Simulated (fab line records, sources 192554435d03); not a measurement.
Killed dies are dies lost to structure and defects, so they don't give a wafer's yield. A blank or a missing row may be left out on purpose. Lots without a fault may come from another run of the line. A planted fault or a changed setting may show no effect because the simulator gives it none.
Problem report in the 8D (eight disciplines) form, filled by code | flow n5_finfet | the parts of the form that need people (team, actions taken, sign-off) are left out

1. THE PROBLEM
spin_speed_rpm at N5_BEOL_M11_COAT_22 reads a mean of 1255.0 rpm on 6 wafers of 2 lots; wafers without a fault read 1500.2 rpm with a standard deviation of 0.95. That is -99 or more standard deviations from the usual mean.
The step: resist thk 90 nm.
First seen on wafer L560.1, day 14 04:17, on litho_track-05. The record holds 36 wafers of 12 lots with a number at this step. Rule for "out", or "out of limits": more than 4 standard deviations from the usual mean. The other wafers with a number count as sound.

2. WHAT IT IS AND WHAT IT IS NOT
question                    | is                     | is not
which readings at this step | spin_speed_rpm         | -
which lots                  | L560, L564             | L547, L548, L549, L550, L551, L552, L554, L565, L566, L568
which wafers of those lots  | all that have a number | -
read on which tools         | litho_track-05         | litho_track-01, litho_track-03
when                        | from day 14 04:17      | up to then (21 sound wafers); but 9 sound wafers of L565, L566, L568 came after

3. SUSPECTS, AND WHAT RULES EACH OUT
Counting: a tool at a process step up to the reading stays a suspect if it ran every lot that is out and no sound lot after the first of them.
- rtp_anneal-02 at N5_BEOL_M10_ANNEAL_51 (time 90 s): kept. It ran every lot that is out, first L560 (day 14 00:01), and no sound lot after that; its last sound lot up to then is L551 (day 11 03:26).
- pvd_sputter-02 at N5_BEOL_M11_HM_DEP_02 (deposits TiN, target thk 20 nm): kept. It ran every lot that is out, first L560 (day 14 03:10), and no sound lot after that; its last sound lot up to then is L552 (day 11 04:38).
- litho_track-05 at N5_BEOL_M11_COAT_22 (resist thk 90 nm): kept. It ran every lot that is out, first L560 (day 14 04:17), and no sound lot after that; its last sound lot up to then is L551 (day 11 08:17). Its own readings are out on those wafers: spin_speed_rpm.
Left after counting: rtp_anneal-02 at N5_BEOL_M10_ANNEAL_51, pvd_sputter-02 at N5_BEOL_M11_HM_DEP_02, litho_track-05 at N5_BEOL_M11_COAT_22.

4. THE CAUSE (what the simulator had put in)
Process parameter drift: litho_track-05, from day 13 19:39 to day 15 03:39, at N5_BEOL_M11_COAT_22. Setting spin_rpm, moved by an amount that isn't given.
Counting left 3 suspects, and this tool is among them.

5. THE CHAIN OF EFFECTS, in route order
Each row: a reading whose mean over the struck wafers that have a number lies more than 3 standard deviations from the usual. Only readings for which the record gives a usual standard deviation are gone through. hours: the time from each lot's start at the first step in this table that gives one to its start at this step, as a median over the lots. sigmas: the change in usual standard deviations.
hours | step                | reading        | usual      | on struck wafers | change | sigmas
0     | N5_BEOL_M11_COAT_22 | spin_speed_rpm | 1500.2 rpm | 1255.0           | -245.2 | -99 or more
The process steps in it:
- N5_BEOL_M11_COAT_22: resist thk 90 nm.

6. WHAT WOULD HAVE CAUGHT IT SOONER
In this record the first reading out of limits was taken at day 14 04:17, 9 hours after the fault began at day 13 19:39.
